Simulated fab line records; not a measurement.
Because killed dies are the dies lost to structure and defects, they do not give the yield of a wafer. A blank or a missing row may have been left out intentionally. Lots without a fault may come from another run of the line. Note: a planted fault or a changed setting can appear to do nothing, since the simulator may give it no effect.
The tool behind it: which one? | flow n5-finfet | Sampling: 12 lots, 31 wafers, 5 of 1938 route steps

## WHAT THE GAUGES READ, wafer by wafer
N5_BEOL_M4_RC_MEAS_101.
lot  | measured     | on        | DIBL_N (mV/V)  | DIBL_P (mV/V)  | IOFF_N (nA/um)    | IOFF_P (nA/um) | ION_N (uA/um) | ION_P (uA/um) | SS_N (mV/dec)  | SS_P (mV/dec)  | VT_N (mV)   | VT_P (mV)
L817 | day 8 10:41  | prober-01 | 34.4 37.0 36.8 | 31.2 34.5 34.3 | 0.096 0.137 0.137 | 0.13 0.18 0.18 | 655 672 669   | 449 458 458   | 70.5 71.1 71.2 | 72.3 73.2 73.1 | 261 253 251 | -260 -254 -255
L818 | day 9 07:46  | prober-01 | 33.9 34.9 34.1 | 34.8 35.9 35.4 | 0.122 0.143 0.125 | 0.16 0.17 0.16 | 670 674 665   | 457 452 459   | 70.9 70.7 71.5 | 72.9 73.0 72.6 | 250 251 251 | -254 -252 -256
L822 | day 9 23:46  | prober-02 | 34.6 36.3      | 34.5 36.1      | 0.115 0.146       | 0.15 0.18      | 652 669       | 449 463       | 71.6 71.1      | 72.3 72.7      | 256 252     | -255 -253
L820 | day 10 03:01 | prober-02 | 36.8 37.5      | 38.6 38.5      | 0.155 0.170       | 0.19 0.20      | 678 676       | 459 463       | 71.0 70.9      | 73.4 73.9      | 252 251     | -252 -254
L823 | day 10 14:59 | prober-01 | 35.9 36.2 35.8 | 35.9 36.9 36.0 | 0.158 0.169 0.161 | 0.21 0.23 0.21 | 673 684 685   | 464 469 466   | 71.3 71.0 70.9 | 72.6 73.7 73.8 | 248 248 248 | -245 -248 -251
L826 | day 10 20:46 | prober-01 | 37.1 34.2 35.5 | 37.8 34.8 36.5 | 0.177 0.128 0.145 | 0.23 0.18 0.20 | 667 677 672   | 458 467 459   | 71.3 71.8 71.3 | 74.7 73.7 74.1 | 248 252 251 | -248 -250 -253
L824 | day 10 23:31 | prober-01 | 37.8 37.7 37.9 | 35.5 35.1 34.9 | 0.148 0.151 0.149 | 0.21 0.21 0.20 | 669 666 662   | 458 459 451   | 71.3 72.1 72.2 | 73.0 72.7 73.3 | 250 253 255 | -247 -249 -250
L825 | day 11 00:23 | prober-02 | 36.5 35.9      | 35.2 34.6      | 0.167 0.151       | 0.21 0.20      | 681 670       | 466 462       | 72.1 70.9      | 72.9 73.4      | 251 250     | -246 -248
L827 | day 11 04:14 | prober-02 | 34.0 33.8      | 33.2 33.3      | 0.117 0.122       | 0.17 0.18      | 659 655       | 461 455       | 71.1 70.5      | 73.0 72.8      | 251 252     | -252 -252
L830 | day 11 23:43 | prober-01 | 37.7 36.0 36.5 | 38.6 35.8 38.0 | 0.218 0.172 0.196 | 0.29 0.23 0.28 | 700 676 706   | 484 465 489   | 72.0 71.6 72.4 | 74.3 72.8 73.7 | 244 245 245 | -243 -248 -243
L832 | day 12 07:54 | prober-02 | 35.5 34.3 34.1 | 37.1 37.2 36.0 | 0.182 0.175 0.154 | 0.24 0.24 0.21 | 682 694 675   | 460 471 460   | 71.9 71.1 71.2 | 73.3 72.5 72.7 | 247 245 250 | -247 -250 -248
L837 | day 14 09:00 | prober-02 | 35.6 35.0      | 35.7 34.9      | 0.151 0.137       | 0.21 0.19      | 666 675       | 465 472       | 71.9 71.3      | 73.4 72.8      | 251 256     | -251 -253

## TOOL THAT RAN EACH LOT (tool first, then ch and the chambers of the sampled wafers, then the start)
lot  | N5_BEOL_M3_ANNEAL_49         | N5_BEOL_M3_SPUTTER_79        | N5_BEOL_M3_SPUTTER_86        | N5_BEOL_M3_ANNEAL_87
L817 | pvd-sputter-01, day 7 23:14  | pvd-sputter-01, day 7 23:23  | pvd-sputter-01, day 7 23:49  | pvd-sputter-01, day 7 23:54
L818 | pvd-sputter-01, day 8 16:28  | pvd-sputter-01, day 8 16:37  | pvd-sputter-01, day 8 17:03  | pvd-sputter-01, day 8 17:08
L822 | pvd-sputter-01, day 9 10:47  | pvd-sputter-01, day 9 10:55  | pvd-sputter-01, day 9 11:22  | pvd-sputter-01, day 9 11:26
L820 | pvd-sputter-02, day 9 11:02  | pvd-sputter-02, day 9 11:08  | pvd-sputter-02, day 9 11:35  | pvd-sputter-02, day 9 11:41
L823 | pvd-sputter-01, day 10 01:22 | pvd-sputter-01, day 10 01:31 | pvd-sputter-01, day 10 01:57 | pvd-sputter-01, day 10 02:02
L826 | pvd-sputter-01, day 10 05:47 | pvd-sputter-01, day 10 05:56 | pvd-sputter-01, day 10 06:22 | pvd-sputter-01, day 10 06:27
L824 | pvd-sputter-02, day 10 07:30 | pvd-sputter-02, day 10 07:38 | pvd-sputter-02, day 10 08:05 | pvd-sputter-02, day 10 08:10
L825 | pvd-sputter-01, day 10 07:38 | pvd-sputter-01, day 10 07:46 | pvd-sputter-01, day 10 08:13 | pvd-sputter-01, day 10 08:17
L827 | pvd-sputter-01, day 10 16:05 | pvd-sputter-01, day 10 16:14 | pvd-sputter-01, day 10 16:40 | pvd-sputter-01, day 10 16:45
L830 | pvd-sputter-02, day 11 09:33 | pvd-sputter-02, day 11 09:41 | pvd-sputter-02, day 11 10:08 | pvd-sputter-02, day 11 10:13
L832 | pvd-sputter-01, day 11 18:38 | pvd-sputter-01, day 11 18:46 | pvd-sputter-01, day 11 19:13 | pvd-sputter-01, day 11 19:17
L837 | pvd-sputter-02, day 13 16:14 | pvd-sputter-02, day 13 16:23 | pvd-sputter-02, day 13 16:49 | pvd-sputter-02, day 13 16:54
- N5_BEOL_M3_ANNEAL_49: time 240 s.
- N5_BEOL_M3_SPUTTER_79: material Cu, target thk 4.5 nm, time 8.29 s.
- N5_BEOL_M3_SPUTTER_86: material Cu, target thk 4.5 nm, time 8.29 s.
- N5_BEOL_M3_ANNEAL_87: time 240 s.

## AS READ BY THE TOOLS THEMSELVES (means over the sampled wafers that have a number; for cases with no such wafer, the mark the record gives instead)
N5_BEOL_M3_ANNEAL_49.
lot  | tool           | heater-power-w (W) | susceptor-temp-C (C)
L817 | pvd-sputter-01 | 753                | 399.75
L818 | pvd-sputter-01 | 743                | 400.06
L822 | pvd-sputter-01 | 740                | 400.20
L820 | pvd-sputter-02 | 906                | 399.95
L823 | pvd-sputter-01 | 731                | 399.95
L826 | pvd-sputter-01 | 726                | 399.91
L824 | pvd-sputter-02 | 840                | 400.07
L825 | pvd-sputter-01 | 758                | 399.74
L827 | pvd-sputter-01 | 770                | 400.12
L830 | pvd-sputter-02 | -                  | -
L832 | pvd-sputter-01 | -                  | -
L837 | pvd-sputter-02 | 788                | 400.18

N5_BEOL_M3_SPUTTER_79.
lot  | tool           | throttle-valve-pct (%)
L817 | pvd-sputter-01 | 29.3
L818 | pvd-sputter-01 | 30.7
L822 | pvd-sputter-01 | 31.5
L820 | pvd-sputter-02 | 30.1
L823 | pvd-sputter-01 | 29.9
L826 | pvd-sputter-01 | 30.3
L824 | pvd-sputter-02 | 30.9
L825 | pvd-sputter-01 | 31.4
L827 | pvd-sputter-01 | 30.9
L830 | pvd-sputter-02 | 30.1
L832 | pvd-sputter-01 | 29.8
L837 | pvd-sputter-02 | 30.9

N5_BEOL_M3_SPUTTER_86.
lot  | tool           | throttle-valve-pct (%)
L817 | pvd-sputter-01 | 29.3
L818 | pvd-sputter-01 | 30.7
L822 | pvd-sputter-01 | 31.4
L820 | pvd-sputter-02 | 29.9
L823 | pvd-sputter-01 | 29.9
L826 | pvd-sputter-01 | 30.5
L824 | pvd-sputter-02 | 30.6
L825 | pvd-sputter-01 | 31.2
L827 | pvd-sputter-01 | 30.6
L830 | pvd-sputter-02 | 30.1
L832 | pvd-sputter-01 | 29.7
L837 | pvd-sputter-02 | 31.1

N5_BEOL_M3_ANNEAL_87.
lot  | tool           | heater-power-w (W) | susceptor-temp-C (C)
L817 | pvd-sputter-01 | 750                | 400.02
L818 | pvd-sputter-01 | 750                | 400.06
L822 | pvd-sputter-01 | 736                | 400.00
L820 | pvd-sputter-02 | 900                | 400.21
L823 | pvd-sputter-01 | 736                | 400.14
L826 | pvd-sputter-01 | 723                | 400.03
L824 | pvd-sputter-02 | 847                | 399.90
L825 | pvd-sputter-01 | 754                | 400.00
L827 | pvd-sputter-01 | 777                | 400.15
L830 | pvd-sputter-02 | 915                | 400.26
L832 | pvd-sputter-01 | 728                | 399.86
L837 | pvd-sputter-02 | 770                | 399.88

## THE ANSWER, worked out from the rows above alone
Rule: the lots themselves supply what counts as usual. Put in order of their means at a reading, lots are off if they are a third of the lots or fewer, leave a main group of 4 or more, and stand apart from it by a gap of 3 or more times the standard deviation of the main group's means; of several such gaps the widest counts. A main group is skipped when, at the precision printed for the reading in the tables above, its means are all equal. A lot without any number at a reading at which 4 lots or more have one is off too. Any other lot the step has rows for is counted as sound. The gauges are gone through in route order, then the tools' own readings, and for those a lot's mean is taken as printed above. At the first step where some lot is off, the reading lying furthest off is the one used; lots without a number count as furthest.
Off at N5_BEOL_M3_ANNEAL_49 (heater-power-w): L830, L832. Without a number there: L830, L832. The main group has a mean of 776 W with a standard deviation of 54.
If a tool, at that step or one of the process steps before it, ran each lot that is off and ran no sound lot following the first of them, it fits. No candidate that was tried fits.

## WHAT WAS PUT IN BY THE SIMULATOR
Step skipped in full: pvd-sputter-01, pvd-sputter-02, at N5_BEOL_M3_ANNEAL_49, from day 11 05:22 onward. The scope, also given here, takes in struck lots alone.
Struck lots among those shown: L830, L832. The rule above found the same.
